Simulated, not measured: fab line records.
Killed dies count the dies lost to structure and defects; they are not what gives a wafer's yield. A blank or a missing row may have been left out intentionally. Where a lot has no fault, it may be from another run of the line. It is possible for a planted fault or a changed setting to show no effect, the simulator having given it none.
Chamber matching + flow n5-finfet + N5_BEOL_M2_DESCUM_33 on rie-diel-02 has 4 sister chambers
The step chemistry O2, time 7 s. 7 wafers are shown with their chamber, then 8 later ones without.

## EACH WAFER AND ITS CHAMBER
| wafer  | chamber | showerhead-plenum-p-Torr (Torr) | throttle-valve-pct (%) |
|--------|---------|---------------------------------|------------------------|
| L079.6 | 3       | 2.05                            | 20.82                  |
| L084.3 | 2       | 2.05                            | 20.43                  |
| L084.6 | 1       | 2.13                            | 20.43                  |
| L091.2 | 1       | 2.12                            | 20.48                  |
| L091.3 | 2       | 2.05                            | 20.11                  |
| L091.5 | 0       | 2.01                            | 20.45                  |
| L093.3 | 0       | 2.01                            | 20.44                  |

## WAFERS MISSING THEIR CHAMBER
| wafer  | showerhead-plenum-p-Torr (Torr) | throttle-valve-pct (%) |
|--------|---------------------------------|------------------------|
| L093.5 | 2.00                            | 20.47                  |
| L093.6 | 2.12                            | 20.47                  |
| L095.2 | 2.00                            | 20.46                  |
| L095.5 | 2.04                            | 20.35                  |
| L095.6 | 2.00                            | 20.45                  |
| L097.2 | 2.04                            | 20.37                  |
| L097.3 | 2.05                            | 20.11                  |
| L097.6 | 2.00                            | 20.48                  |

## WHICH CHAMBER EACH WENT THROUGH
| wafer  | from the rows above     | in truth |
|--------|-------------------------|----------|
| L093.5 | 0                       | 0        |
| L093.6 | 1                       | 1        |
| L095.2 | 0                       | 0        |
| L095.5 | can't be placed: 2 or 3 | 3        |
| L095.6 | 0                       | 0        |
| L097.2 | can't be placed: 2 or 3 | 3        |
| L097.3 | 2                       | 2        |
| L097.6 | 0                       | 0        |
6 of 8 placed correctly. These rows do not allow placing 2 (true chamber among the candidates in 2). Number placed wrongly: 0.
How it was worked out, from the rows above alone: a wafer's distance from a chamber is the root of the sum, over the readings, of the square of ((its reading less the chamber's mean) divided by the reading's scatter). The wafer belongs to the nearest chamber; if the next one is less than 2 further off, it can't be placed. For every chamber, the mean is computed from those of its wafers that are shown. The scatter is the square root of a quotient: the sum, over the shown wafers, of each reading's squared deviation from its chamber's mean, divided by wafers minus chambers.
